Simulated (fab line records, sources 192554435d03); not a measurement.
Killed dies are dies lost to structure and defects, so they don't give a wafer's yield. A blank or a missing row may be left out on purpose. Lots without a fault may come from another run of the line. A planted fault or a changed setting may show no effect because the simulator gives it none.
A struck lot beside a sound one | flow n5_finfet | 15 steps out of a route of 1938
Sound: wafers L854.1, L854.2, L854.5. Struck: wafers L869.2, L869.3. (L869.4 of the same lot was not struck and is left out.) The cause comes at the end.
At each step with rows: each side's tool, then ch and its chambers, then its first start. Under that, the readings that differ: sound wafers | struck wafers | difference of the means | sigmas: that difference in standard deviations of wafers without a fault.
alike: readings whose means differ by less than 2 such deviations, and words and numbers that are the same on both sides. not compared: withheld readings, readings that some wafer has no value for, bounds like >300 that may hide the same value, and numbers for which the record gives no deviation and whose values overlap.
The two part at a step that has a row with sigmas, a row that says differs or no value, or rows on one side only. Numbers that don't overlap but have no deviation are shown without sigmas and don't part them. A reading that every wafer of one side lacks parts them only if that side has two wafers or more.

first, 2 steps without rows for these wafers: N5_BEOL_M2_PEB_09 (peb time 60 s); N5_BEOL_M2_DEVELOP_10 (develop time 30 s).
N5_BEOL_M2_CD_MEAS_11: target cd 16.79 nm.
  sound on cd_sem-03 ch 0, day 6 21:55; struck on cd_sem-01 ch 0, day 10 22:42
  alike: cd_nm
N5_BEOL_M2_OVL_MEAS_12:
  sound on overlay-01 ch 0, day 6 21:56; struck on overlay-02 ch 0, day 10 22:44
  alike: M2_OVL
N5_BEOL_M2_INSPECT_13: inspects for defects (brightfield).
  sound on defect_inspect-02, day 6 22:00; struck on defect_inspect-02, day 10 22:47
  alike: raw_defect_count
then, 1 step without rows for these wafers: N5_BEOL_M2_DESCUM_16 (chemistry O2, time 7 s).
N5_BEOL_M2_ETCH_74: etches underlayer in N2/H2, target depth 6.5 nm, time 5.2 s.
  sound on rie_diel-01 ch 0,1,3, day 6 22:17; struck on rie_diel-05 ch 0,3, day 10 22:52
  alike: drypump_motor_current_A, etch_rf_on_time_s, oes_product_au, rf_fwd_power_W, rf_vpp_V, showerhead_plenum_p_Torr, throttle_valve_pct
  not compared: rf_hours_counter_h
N5_BEOL_M2_ETCH_63: etches SiARC in CF4, target depth 15.6 nm, time 26 s.
  sound on rie_diel-01 ch 0,1,3, day 6 22:19; struck on rie_diel-05 ch 0,3, day 10 22:52
  alike: drypump_motor_current_A, etch_rf_on_time_s, oes_product_au, rf_fwd_power_W, rf_vpp_V, showerhead_plenum_p_Torr, throttle_valve_pct
  not compared: rf_hours_counter_h
N5_BEOL_M2_ETCH_64: etches SOC in N2/H2, target depth 75 nm, overetch 22.5 nm, time 121.9 s.
  sound on rie_diel-01 ch 0,1,3, day 6 22:20; struck on rie_diel-05 ch 0,3, day 10 22:54
  alike: drypump_motor_current_A, oes_product_au, rf_fwd_power_W, rf_vpp_V, showerhead_plenum_p_Torr, throttle_valve_pct
  not compared: rf_hours_counter_h
then, 2 steps without rows for these wafers: N5_BEOL_M2_STRIP_65 (strips in N2/H2); N5_BEOL_M2_STRIP_75 (strips in N2/H2).
N5_BEOL_M2_STRIP_66: strips in CF4.
  sound on rie_diel-01 ch 0,1,3, day 6 22:28; struck on rie_diel-05 ch 0,3, day 10 23:02
  alike: drypump_motor_current_A, oes_product_au, rf_fwd_power_W, rf_vpp_V, showerhead_plenum_p_Torr, throttle_valve_pct
  not compared: rf_hours_counter_h
N5_BEOL_M2_HM_OPEN_17: chemistry Cl2/BCl3, target TiN, target depth 20 nm, overetch 6 nm.
  sound on rie_metal-01 ch 0,1, day 6 22:31; struck on rie_metal-02 ch 0, day 10 23:04
  reading                                  | sound        | struck    | difference | sigmas
  rf_fwd_power_W (W)                       | 993 995 996  | 984 990   | -8         | -2
  model.SOC_of_BEOL_M2_COAT_61.thk_nm (nm) | 52.4 52 52.6 | 51.6 51.6 | -0.7       |
  alike: bcl3_flow_sccm, drypump_motor_current_A, he_backside_leak_sccm, oes_product_au, throttle_valve_pct
  not compared: rf_hours_counter_h
N5_BEOL_M2_STRIP_19: strips in O2.
  sound on rie_diel-05 ch 0,2, day 6 22:43; struck on rie_diel-01 ch 1,3, day 10 23:22
  reading                         | sound          | struck    | difference | sigmas
  showerhead_plenum_p_Torr (Torr) | 2.06 2.04 2.06 | 2.22 2.22 | +0.17      | +2
  alike: drypump_motor_current_A, o2_flow_sccm, oes_product_au, rf_vpp_V, throttle_valve_pct
  not compared: rf_hours_counter_h
N5_BEOL_M4_RC_MEAS_101:
  sound on prober-02 ch 0, day 8 15:35; struck on prober-01 ch 0, day 12 14:59
  reading       | sound          | struck    | difference | sigmas
  DIBL_P (mV/V) | 28.4 33.2 31.4 | 38.3 35.8 | +6.0       | +2
  alike: DIBL_N, IOFF_N, IOFF_P, ION_N, ION_P, SS_N, SS_P, VT_N, VT_P

WHERE THEY PART
First at N5_BEOL_M2_HM_OPEN_17; last, within this record, at N5_BEOL_M4_RC_MEAS_101.

WHY: what the simulator had put in
Process parameter drift: rie_metal-02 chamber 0, from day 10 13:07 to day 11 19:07, at N5_BEOL_M2_HM_OPEN_17. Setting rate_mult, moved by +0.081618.
